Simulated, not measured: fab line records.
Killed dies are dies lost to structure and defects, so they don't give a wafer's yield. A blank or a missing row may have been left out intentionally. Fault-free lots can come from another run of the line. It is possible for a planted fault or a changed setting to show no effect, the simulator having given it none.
fab line records + flow n5Finfet
record:
- lots: 10
- wafers: 28
- lastDay: 19
route steps=1938 shown START@1 ZERO_LAYER@9 FIN_SAQP@97 BEOL_M4@1111
lots with no fault: from the same line, run without faults
startH: the number of hours between the record's first day and the start of the first shown wafer of the lot + waitH: how many hours have passed since the lot's step before this one + " identical to the entry in the row above + L1.1+2: one row covering several wafers at once + - no value present, or no start provided + * or withheld: withheld + < > ~ a bound
route shown NAME@n: NAME is a module with steps in the file, n the number in the route of the first one + usual: mean and standard deviation over wafers with no fault + same: alike in all rows + chamber/n: place in a boat + sites: the reading at each site + _std_site: standard deviation across them + _edge_site: inner sites' mean taken away from outer sites' mean + radiusMm: how far each site lies from the wafer's centre + mask NAME#n: copy n + behind: the most recent tool/chamber to have shaped the wafer + hold: what put the lot on hold/how long, in hours/how the hold closed + device: transistor that didn't switch, given as n, p or np + end of line: the tests these same wafers got at the end of their route + a step given without rows: its recipe and nothing more + killed: dies that structure and defects cost at the first sort, which is not the same as the wafer's yield + map: shows each die of a wafer: x if killed, . if not, _ if none is there
set.NAME: the run value of the setting; set.NAME@STEP: its run value at that earlier step + model.NAME: the simulator's own value behind a step, which no gauge read
one table for each step of the route and one row for each wafer, over a sample of lots
services: when a tool's chamber went out of use (startH, in hours from the record's first day, below 0 if earlier), for how many hours, and the reason
== steps ==
step: N5_START_INSPECT_01
recipe:
- inspectInstrument: unpatternedScan
- mode: incoming
usual:
- rawDefectCount: 5.8/2.4
| lot.wafer | tool             | chamber | startH | waitH | rawDefectCount |
|-----------|------------------|---------|--------|-------|----------------|
| L993.2    | defectInspect-02 | -       | 12.03  | -     | 7              |
| L993.4    | "                | -       | "      | "     | 3              |
| L993.6    | "                | -       | "      | "     | 3              |
| L995.3    | defectInspect-01 | -       | 24.03  | -     | 2              |
| L995.4    | "                | -       | "      | "     | 6              |
| L995.5    | "                | -       | "      | "     | 4              |
| L101.3    | defectInspect-02 | -       | 60.04  | -     | 3              |
| L101.5    | "                | -       | "      | "     | 3              |
| L101.6    | "                | -       | "      | "     | 5              |
| L102.1    | defectInspect-02 | -       | 66.03  | -     | 6              |
| L102.3    | "                | -       | "      | "     | 5              |
| L102.5    | "                | -       | "      | "     | 1              |
| L103.3    | defectInspect-02 | -       | 72.03  | -     | 5              |
| L103.5    | "                | -       | "      | "     | 6              |
| L103.6    | "                | -       | "      | "     | 5              |
| L104.3    | defectInspect-01 | -       | 78.03  | -     | 4              |
| L104.4    | "                | -       | "      | "     | 5              |
| L104.6    | "                | -       | "      | "     | 7              |
| L105.2    | defectInspect-01 | -       | 84.03  | -     | 5              |
| L105.3    | "                | -       | "      | "     | 4              |
| L105.5    | "                | -       | "      | "     | 3              |
| L106.1    | defectInspect-02 | -       | 90.03  | -     | 5              |
| L106.2    | "                | -       | "      | "     | 7              |
| L106.5    | "                | -       | "      | "     | 4              |
| L112.1    | defectInspect-02 | -       | 126.03 | -     | 0              |
| L112.2    | "                | -       | "      | "     | 5              |
| L112.6    | "                | -       | "      | "     | 4              |
| L114.2    | defectInspect-02 | -       | 138.03 | -     | 4              |
step: N5_ZERO_LAYER_EXPOSE_08
recipe:
- maskId: ZERO
- na: 0.55
- sourceShape: conventional
- sigmaOuter: 0.8
- polarization: unpolarized
- defocusNm: 0
- targetCdNm: 2000
- doseMj: 16.2
usual:
- exposureDoseMJCm2: 16.190/0.015
same:
- na: 0.55
| lot.wafer | tool          | chamber | startH | waitH | mask   | exposureDoseMJCm2 |
|-----------|---------------|---------|--------|-------|--------|-------------------|
| L993.2    | krfScanner-02 | 0       | 12.60  | -     | ZERO#0 | 16.162            |
| L993.4    | "             | 0       | "      | "     | ZERO#0 | 16.180            |
| L993.6    | "             | 0       | "      | "     | ZERO#0 | 16.203            |
| L995.3    | krfScanner-02 | 0       | 24.61  | -     | ZERO#0 | 16.190            |
| L995.4    | "             | 0       | "      | "     | ZERO#0 | 16.200            |
| L995.5    | "             | 0       | "      | "     | ZERO#0 | 16.182            |
| L101.3    | krfScanner-02 | 0       | 60.48  | -     | ZERO#0 | 16.187            |
| L101.5    | "             | 0       | "      | "     | ZERO#0 | 16.172            |
| L101.6    | "             | 0       | "      | "     | ZERO#0 | 16.188            |
| L102.1    | krfScanner-01 | 0       | 66.59  | -     | ZERO#0 | 16.219            |
| L102.3    | "             | 0       | "      | "     | ZERO#0 | 16.211            |
| L102.5    | "             | 0       | "      | "     | ZERO#0 | 16.173            |
| L103.3    | krfScanner-01 | 0       | 72.48  | -     | ZERO#0 | 16.208            |
| L103.5    | "             | 0       | "      | "     | ZERO#0 | 16.206            |
| L103.6    | "             | 0       | "      | "     | ZERO#0 | 16.203            |
| L104.3    | krfScanner-02 | 0       | 78.79  | -     | ZERO#0 | 16.199            |
| L104.4    | "             | 0       | "      | "     | ZERO#0 | 16.188            |
| L104.6    | "             | 0       | "      | "     | ZERO#0 | 16.203            |
| L105.2    | krfScanner-02 | 0       | 84.47  | -     | ZERO#0 | 16.163            |
| L105.3    | "             | 0       | "      | "     | ZERO#0 | 16.186            |
| L105.5    | "             | 0       | "      | "     | ZERO#0 | 16.159            |
| L106.1    | krfScanner-02 | 0       | 90.47  | -     | ZERO#0 | 16.200            |
| L106.2    | "             | 0       | "      | "     | ZERO#0 | 16.192            |
| L106.5    | "             | 0       | "      | "     | ZERO#0 | 16.199            |
| L112.1    | krfScanner-02 | 0       | 126.59 | -     | ZERO#0 | 16.183            |
| L112.2    | "             | 0       | "      | "     | ZERO#0 | 16.202            |
| L112.6    | "             | 0       | "      | "     | ZERO#0 | 16.164            |
| L114.2    | krfScanner-02 | 0       | 138.47 | -     | ZERO#0 | 16.123            |
step: N5_ZERO_LAYER_ETCH_17
recipe:
- chemistry: CF4
- target: SiO2
- targetDepthA: 120
- timeS: 13.3
- ionEnergyEv: 350
- pressureMtorr: 40
- sourceW: 450
- biasW: 215
- Ar_flow_sccm: 100
- cf4FlowSccm: 100
usual:
- chamberPressureMTorr: 40.00/0.034
- drypumpMotorCurrentA: 5.5/0.47
- mfcArSccm: 100.0/0.32
- oesProductAu: 0.75/0.076
- rfVppV: 950/4.7
- showerheadPlenumPTorr: 2.16/0.068
- throttleValvePct: 15.59/0.17
same:
- timeS: 13.3
| lot.wafer | tool       | chamber | startH | waitH | chamberPressureMTorr | drypumpMotorCurrentA | mfcArSccm | oesProductAu | rfHoursCounterH | rfVppV | showerheadPlenumPTorr | throttleValvePct |
|-----------|------------|---------|--------|-------|----------------------|----------------------|-----------|--------------|-----------------|--------|-----------------------|------------------|
| L993.2    | rieDiel-05 | 1       | 12.84  | 0.0   | 40.00                | 5.4                  | 100.0     | 1.01         | 1               | 958    | 2.28                  | 15.29            |
| L993.4    | "          | 3       | "      | "     | 40.05                | 5.0                  | 100.1     | 0.72         | 178             | 952    | 2.21                  | 15.60            |
| L993.6    | "          | 3       | "      | "     | 40.00                | 5.0                  | 100.2     | 0.72         | -               | 952    | 2.21                  | 15.58            |
| L995.3    | rieDiel-03 | 1       | 25.18  | 0.0   | 40.00                | 6.3                  | 100.5     | 0.70         | 218             | 948    | 2.12                  | 15.53            |
| L995.4    | "          | 3       | "      | "     | 39.98                | 5.2                  | 100.0     | 0.92         | 13              | 951    | 2.20                  | 15.35            |
| L995.5    | "          | 1       | "      | "     | 40.01                | 6.3                  | 100.0     | 0.70         | -               | 947    | 2.12                  | 15.53            |
| L101.3    | rieDiel-05 | 2       | 60.79  | 0.0   | 39.91                | 5.6                  | 100.4     | 0.69         | 213             | 942    | 2.04                  | 15.75            |
| L101.5    | "          | 2       | "      | "     | 40.07                | 5.6                  | 99.8      | 0.68         | -               | 942    | 2.04                  | 15.75            |
| L101.6    | "          | 3       | "      | "     | 39.99                | 5.0                  | 100.6     | 0.71         | -               | 954    | 2.21                  | 15.61            |
| L102.1    | rieDiel-03 | 3       | 66.84  | 0.0   | 40.04                | 5.2                  | 100.2     | 0.88         | 24              | 952    | 2.19                  | 15.38            |
| L102.3    | "          | 1       | "      | "     | 39.95                | 6.3                  | 99.8      | 0.70         | 229             | 946    | 2.11                  | 15.58            |
| L102.5    | "          | 1       | "      | "     | 40.06                | 6.3                  | 100.1     | 0.70         | -               | 946    | 2.11                  | 15.56            |
| L103.3    | rieDiel-02 | 1       | 72.71  | 0.0   | 40.06                | 6.5                  | 100.6     | 0.80         | 100             | 944    | 2.09                  | 15.75            |
| L103.5    | "          | 0       | "      | "     | 39.94                | 5.0                  | 100.4     | 0.72         | -               | 953    | 2.21                  | 15.46            |
| L103.6    | "          | 3       | "      | "     | 40.03                | 6.0                  | 100.4     | 0.75         | -               | 943    | 2.07                  | 15.74            |
| L104.3    | rieDiel-03 | 1       | 79.03  | 0.0   | 40.01                | 6.4                  | 99.6      | 0.70         | 233             | 946    | 2.11                  | 15.57            |
| L104.4    | "          | 2       | "      | "     | 39.98                | 5.6                  | 100.1     | 0.68         | 209             | 953    | 2.19                  | 15.54            |
| L104.6    | "          | 3       | "      | "     | 40.04                | 5.2                  | 100.2     | 0.87         | -               | 951    | 2.19                  | 15.37            |
| L105.2    | rieDiel-05 | 2       | 84.71  | 0.0   | 40.01                | 5.5                  | 99.7      | 0.69         | 218             | 941    | 2.04                  | 15.76            |
| L105.3    | "          | 3       | "      | "     | 40.00                | 4.9                  | 100.1     | 0.71         | 195             | 952    | 2.21                  | 15.64            |
| L105.5    | "          | 0       | "      | "     | 39.97                | 5.6                  | 99.7      | 0.72         | -               | 946    | 2.11                  | 15.87            |
| L106.1    | rieDiel-05 | 2       | 90.72  | 0.0   | 39.98                | 5.6                  | 99.9      | 0.68         | 220             | 941    | 2.04                  | 15.75            |
| L106.2    | "          | 0       | "      | "     | 40.04                | 5.6                  | 99.9      | 0.71         | 224             | 947    | 2.11                  | 15.87            |
| L106.5    | "          | 0       | "      | "     | 40.02                | 5.6                  | 99.8      | 0.71         | -               | 947    | 2.11                  | 15.90            |
| L112.1    | rieDiel-02 | 3       | 126.84 | 0.0   | 39.99                | 6.0                  | 100.1     | 0.74         | 172             | 943    | 2.07                  | 15.77            |
| L112.2    | "          | 2       | "      | "     | 40.00                | 5.6                  | 99.9      | 0.73         | 167             | 954    | 2.21                  | 15.43            |
| L112.6    | "          | 0       | "      | "     | 39.97                | 5.0                  | 99.9      | 0.71         | -               | 951    | 2.21                  | 15.50            |
| L114.2    | rieDiel-02 | 0       | 138.71 | 0.0   | 40.02                | 5.0                  | 99.5      | 0.70         | 221             | 951    | 2.21                  | 15.48            |
step: N5_FIN_SAQP_THK_MEAS_05
usual:
- thkNm: 38.0/0.53
| lot.wafer | tool         | chamber | startH | waitH | thkNm |
|-----------|--------------|---------|--------|-------|-------|
| L993.2    | filmMetro-02 | -       | 21.35  | 0.1   | 37.4  |
| L993.4    | "            | -       | "      | "     | 38.1  |
| L993.6    | "            | -       | "      | "     | 38.3  |
| L995.3    | filmMetro-02 | -       | 34.34  | 0.1   | 38.1  |
| L995.4    | "            | -       | "      | "     | 38.2  |
| L995.5    | "            | -       | "      | "     | 38.3  |
| L101.3    | filmMetro-01 | -       | 68.66  | 0.1   | 38.2  |
| L101.5    | "            | -       | "      | "     | 38.3  |
| L101.6    | "            | -       | "      | "     | 39.4  |
| L102.1    | filmMetro-02 | -       | 76.50  | 0.1   | 38.3  |
| L102.3    | "            | -       | "      | "     | 38.0  |
| L102.5    | "            | -       | "      | "     | 38.5  |
| L103.3    | filmMetro-01 | -       | 81.83  | 0.1   | 37.6  |
| L103.5    | "            | -       | "      | "     | 37.6  |
| L103.6    | "            | -       | "      | "     | 38.3  |
| L104.3    | filmMetro-02 | -       | 89.71  | 0.1   | 38.0  |
| L104.4    | "            | -       | "      | "     | 38.5  |
| L104.6    | "            | -       | "      | "     | 38.5  |
| L105.2    | filmMetro-02 | -       | 93.48  | 0.1   | 38.0  |
| L105.3    | "            | -       | "      | "     | 37.7  |
| L105.5    | "            | -       | "      | "     | 38.2  |
| L106.1    | filmMetro-01 | -       | 100.39 | 0.1   | 37.9  |
| L106.2    | "            | -       | "      | "     | 37.9  |
| L106.5    | "            | -       | "      | "     | 38.8  |
| L112.1    | filmMetro-02 | -       | 135.83 | 0.1   | 37.1  |
| L112.2    | "            | -       | "      | "     | 37.7  |
| L112.6    | "            | -       | "      | "     | 38.1  |
| L114.2    | filmMetro-02 | -       | 147.47 | 0.1   | 38.0  |
step: N5_BEOL_M4_RC_MEAS_101
usual:
- DIBL_N: 36.0/1.9
- DIBL_P: 35.6/2.2
- IOFF_N: 0.15/0.031
- IOFF_P: 0.19/0.032
- ION_N: 668/11
- ION_P: 455/7.2
- SS_N: 71.5/0.65
- SS_P: 73.4/0.64
- VT_N: 251/3.6
- VT_P: -253/3.3
| lot.wafer | tool      | chamber | startH | waitH | DIBL_N[mV/V] | DIBL_P[mV/V] | IOFF_N[nA/um] | IOFF_P[nA/um] | ION_N[uA/um] | ION_P[uA/um] | SS_N[mV/dec] | SS_P[mV/dec] | VT_N[mV] | VT_P[mV] |
|-----------|-----------|---------|--------|-------|--------------|--------------|---------------|---------------|--------------|--------------|--------------|--------------|----------|----------|
| L993.2    | prober-01 | 0       | 190.18 | 0.2   | 36.4         | 35.6         | 0.15          | 0.21          | 671          | 461          | 70.7         | 73.6         | 249      | -249     |
| L993.4    | "         | 0       | "      | "     | 35.7         | 34.2         | 0.14          | 0.19          | 664          | 460          | 70.1         | 73.3         | 251      | -251     |
| L993.6    | "         | 0       | "      | "     | 37.5         | 36.3         | 0.17          | 0.22          | 675          | 457          | 71.0         | 73.7         | 250      | -250     |
| L995.3    | prober-01 | 0       | 198.86 | 0.3   | 34.8         | 34.5         | 0.13          | 0.17          | 647          | 445          | 71.1         | 72.7         | 252      | -253     |
| L995.4    | "         | 0       | "      | "     | 36.2         | 35.2         | 0.15          | 0.17          | 663          | 453          | 70.9         | 72.5         | 254      | -253     |
| L995.5    | "         | 0       | "      | "     | 36.5         | 35.6         | 0.15          | 0.17          | 655          | 441          | 71.8         | 73.5         | 251      | -254     |
| L101.3    | prober-02 | 0       | 248.01 | 0.3   | 34.0         | 33.2         | 0.12          | 0.19          | 650          | 452          | 71.2         | 72.7         | 255      | -251     |
| L101.5    | "         | 0       | "      | "     | 34.2         | 32.6         | 0.12          | 0.17          | 660          | 453          | 71.1         | 72.7         | 257      | -255     |
| L101.6    | "         | 0       | "      | "     | 32.9         | 32.8         | 0.11          | 0.17          | 665          | 458          | 71.4         | 72.7         | 254      | -254     |
| L102.1    | prober-02 | 0       | 277.22 | 0.0   | 33.7         | 33.8         | 0.13          | 0.17          | 657          | 458          | 71.4         | 72.4         | 254      | -252     |
| L102.3    | "         | 0       | "      | "     | 35.4         | 35.8         | 0.15          | 0.20          | 668          | 461          | 71.9         | 73.1         | 248      | -252     |
| L102.5    | "         | 0       | "      | "     | 32.5         | 33.3         | 0.12          | 0.17          | 651          | 450          | 71.5         | 72.8         | 256      | -252     |
| L103.3    | prober-01 | 0       | 288.47 | 0.3   | 33.1         | 33.0         | 0.11          | 0.17          | 663          | 455          | 70.5         | 72.5         | 251      | -254     |
| L103.5    | "         | 0       | "      | "     | 33.8         | 33.7         | 0.12          | 0.17          | 661          | 454          | 71.3         | 73.3         | 250      | -253     |
| L103.6    | "         | 0       | "      | "     | 32.3         | 31.0         | 0.10          | 0.14          | 658          | 449          | 70.5         | 73.1         | 255      | -256     |
| L104.3    | prober-02 | 0       | 292.35 | 0.3   | 33.7         | 31.6         | 0.12          | 0.15          | 657          | 449          | 70.3         | 73.2         | 254      | -255     |
| L104.4    | "         | 0       | "      | "     | 33.0         | 31.3         | 0.12          | 0.15          | 653          | 451          | 70.8         | 72.9         | 254      | -258     |
| L104.6    | "         | 0       | "      | "     | 34.4         | 33.1         | 0.13          | 0.17          | 658          | 456          | 70.9         | 73.0         | 253      | -253     |
| L105.2    | prober-01 | 0       | 295.37 | 0.2   | 38.7         | 37.3         | 0.17          | 0.22          | 674          | 461          | 71.9         | 74.7         | 250      | -250     |
| L105.3    | "         | 0       | "      | "     | 37.5         | 35.6         | 0.15          | 0.19          | 672          | 454          | 72.2         | 73.6         | 251      | -251     |
| L105.5    | "         | 0       | "      | "     | 37.1         | 35.4         | 0.15          | 0.18          | 659          | 446          | 71.0         | 73.3         | 256      | -255     |
| L106.1    | prober-02 | 0       | 304.20 | 0.0   | 36.9         | 37.9         | 0.18          | 0.21          | 683          | 459          | 71.5         | 73.2         | 246      | -253     |
| L106.2    | "         | 0       | "      | "     | 36.6         | 38.0         | 0.16          | 0.20          | 668          | 453          | 71.7         | 73.3         | 252      | -250     |
| L106.5    | "         | 0       | "      | "     | 38.0         | 38.5         | 0.20          | 0.22          | 685          | 461          | 71.9         | 74.0         | 247      | -250     |
| L114.2    | prober-02 | 0       | 325.97 | 0.2   | 38.4         | 38.5         | 0.20          | 0.25          | 679          | 460          | 72.8         | 73.9         | 247      | -249     |
| L112.1    | prober-01 | 0       | 331.90 | 0.0   | 37.3         | 36.5         | 0.17          | 0.20          | 679          | 457          | 71.4         | 73.6         | 247      | -251     |
| L112.2    | "         | 0       | "      | "     | 36.7         | 35.3         | 0.15          | 0.18          | 665          | 451          | 72.2         | 72.7         | 250      | -253     |
| L112.6    | "         | 0       | "      | "     | 38.7         | 39.4         | 0.21          | 0.25          | 686          | 462          | 72.4         | 73.9         | 243      | -251     |
== services ==
| tool          | chamber | startH | hours | kind                         |
|---------------|---------|--------|-------|------------------------------|
| rieDiel-05    | 1       | -6.07  | -     | clean                        |
| rieDiel-05    | 1       | -6.07  | -     | consumableReplace:focusRing  |
| rieDiel-05    | 1       | -6.07  | -     | consumableReplace:showerhead |
| rieDiel-05    | 1       | -6.07  | 16.5  | scheduledDown                |
| rieDiel-05    | 1       | -6.07  | 16.5  | ventCycle                    |
| krfScanner-01 | -       | -5.74  | 0.5   | repair                       |
| rieDiel-03    | 0       | -4.54  | 6.0   | repair                       |
| krfScanner-01 | -       | 11.92  | 1.3   | pm                           |
| rieDiel-03    | 2       | 12.43  | 5.6   | repair                       |
| rieDiel-05    | 3       | 52.46  | 7.1   | repair                       |
| krfScanner-02 | -       | 57.87  | 0.8   | pm                           |
| krfScanner-01 | -       | 59.19  | 0.8   | pm                           |
| rieDiel-05    | -       | 66.04  | 5.2   | repair                       |
| krfScanner-02 | 0       | 69.11  | -     | calibration                  |
| krfScanner-02 | -       | 75.03  | 1.0   | pm                           |
| krfScanner-02 | -       | 81.65  | 0.3   | repair                       |
| krfScanner-01 | 0       | 97.43  | -     | calibration                  |
| krfScanner-02 | -       | 99.38  | 0.2   | repair                       |
| krfScanner-01 | -       | 100.31 | 0.1   | repair                       |
| rieDiel-03    | -       | 107.77 | 2.8   | pm                           |
| krfScanner-02 | -       | 114.22 | 3.1   | repair                       |
| krfScanner-01 | -       | 123.31 | 0.8   | pm                           |
| rieDiel-02    | 1       | 125.47 | 2.9   | repair                       |
| krfScanner-01 | -       | 135.19 | 0.9   | repair                       |
== key ==
firstSign:
- step: N5_ZERO_LAYER_EXPOSE_08
- reading: exposureDoseMJCm2
- direction: down
- sigmas: 4.4
- usual: 16.190
- struck: 16.123
effect none on later readings
metAt N5_ZERO_LAYER_EXPOSE_08
struckLots L114
loopTrim:
- step: N5_ZERO_LAYER_EXPOSE_08
- setting: dose
- lots: L114
notActingAt N5_START_INSPECT_01,N5_ZERO_LAYER_ETCH_17,N5_FIN_SAQP_THK_MEAS_05
onsetBetween 126.59 138.47
fault:
- kind: processParameterDrift
- tool: krfScanner-02
- chamber: -
- onsetH: 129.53
- steps: N5_ZERO_LAYER_EXPOSE_08
- channel: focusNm
- offset: 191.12
- spreadByWafer: 0.3
- shape: step
- endH: 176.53
loopTrim: a control loop set the setting to another value than it would have without faults
